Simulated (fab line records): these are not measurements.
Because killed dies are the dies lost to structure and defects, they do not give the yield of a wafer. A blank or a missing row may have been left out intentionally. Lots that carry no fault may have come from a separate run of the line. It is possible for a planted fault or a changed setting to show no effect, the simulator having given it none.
Matching of chambers ; flow n5Finfet ; rieDiel-04 running N5_BEOL_M15_STRIP_36: 4 sister chambers
The step strips in O2. 18 wafers are shown with their chamber, then 9 later ones without.

## EACH WAFER AND ITS CHAMBER
wafer;chamber;showerheadPlenumPTorr (Torr);throttleValvePct (%);drypumpMotorCurrentA (A)
L076.1;3;1.93;16.72;5.5
L076.3;1;2.06;16.17;5.7
L076.5;0;2.18;16.75;5.9
L074.1;1;2.06;16.18;5.7
L074.3;0;2.18;16.74;5.9
L074.5;2;2.16;16.28;6.1
L081.3;1;2.05;16.20;5.6
L081.5;3;1.93;16.75;5.5
L081.6;0;2.17;16.78;5.9
L082.2;1;2.05;16.19;5.7
L082.4;1;2.05;16.19;5.7
L082.6;2;2.16;16.32;6.0
L086.2;3;1.93;16.79;5.5
L086.3;2;2.16;16.32;6.0
L086.6;1;2.05;16.23;5.7
L090.3;3;1.92;16.77;5.5
L090.4;2;2.15;16.35;6.1
L090.5;1;2.05;16.24;5.6

SIGNATURES (averages over the wafers above)
reading;chamber 0;chamber 1;chamber 2;chamber 3;scatter within a chamber
showerheadPlenumPTorr;2.1767;2.0529;2.1575;1.9275;0.00507
throttleValvePct;16.7567;16.2000;16.3175;16.7575;0.0267
drypumpMotorCurrentA;5.900;5.671;6.050;5.500;0.0416
Rule: for a wafer and a chamber, the distance is found by dividing, reading by reading, the gap between the wafer's reading and the chamber's mean by the reading's scatter, squaring, summing and taking the root. The wafer belongs to the nearest chamber; if the next one is less than 2 further off, it can't be placed. How the scatter is found: for the shown wafers, subtract from each reading the mean of its chamber, square and add these, divide the total by (wafers less chambers), then take the root.

## WAFERS WITHOUT THEIR CHAMBER
wafer;showerheadPlenumPTorr (Torr);throttleValvePct (%);drypumpMotorCurrentA (A)
L091.1;2.05;16.22;5.7
L091.3;2.15;16.37;6.1
L091.5;2.05;16.24;5.7
L092.1;1.92;16.77;5.5
L092.2;2.05;16.25;5.7
L092.3;2.15;16.37;6.1
L095.1;2.04;16.25;5.7
L095.5;2.15;16.35;6.1
L095.6;2.04;16.26;5.7

## EACH ONE'S CHAMBER
wafer;from the rows above;in truth
L091.1;1;1
L091.3;2;2
L091.5;1;1
L092.1;3;3
L092.2;1;1
L092.3;2;2
L095.1;1;1
L095.5;2;2
L095.6;1;1
9 of 9 placed correctly. Can't be placed from these rows: 0. Wrongly placed: 0.
